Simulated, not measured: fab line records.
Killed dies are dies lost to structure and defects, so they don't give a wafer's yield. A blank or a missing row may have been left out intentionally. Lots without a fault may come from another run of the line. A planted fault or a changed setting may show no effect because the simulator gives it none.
Matching of chambers | flow nand harc | NHARC_A_STAIRCASE_DESCUM_443 on rie diel-01: 4 sister chambers
The step chemistry O2, time 3 s. 4 wafers are shown with their chamber, then 8 later ones without.

## EACH WAFER AND ITS CHAMBER
wafer  | chamber | showerhead plenum p Torr (Torr)
L087.5 | 3       | 2.00
L088.2 | 1       | 1.92
L088.4 | 0       | 1.76
L091.1 | 2       | 1.90

## WAFERS WITH NO CHAMBER GIVEN
wafer  | showerhead plenum p Torr (Torr)
L091.5 | 1.90
L091.6 | 1.99
L093.2 | 1.92
L093.3 | 1.90
L093.6 | 1.90
L096.1 | 1.76
L096.2 | 1.90
L096.3 | 1.99

## THE CHAMBER EACH PASSED THROUGH
wafer  | from the rows above | in truth
L091.5 | 2                   | 2
L091.6 | 3                   | 3
L093.2 | 1                   | 1
L093.3 | 2                   | 2
L093.6 | 2                   | 2
L096.1 | 0                   | 0
L096.2 | 2                   | 2
L096.3 | 3                   | 3
Placed correctly: 8 of 8. Can't be placed from these rows: 0. 0 placed wrongly.
How it was worked out, from the rows above alone: a wafer's distance from a chamber is the root of the sum, over the readings, of the square of ((its reading less the chamber's mean) divided by the reading's scatter). The wafer belongs to the nearest chamber; if the next one is less than 2 further off, it can't be placed. Each chamber's mean is taken over the wafers shown for it. The scatter: root of mean squared gap, hidden wafer to nearest shown wafer, with one shown wafer a chamber.
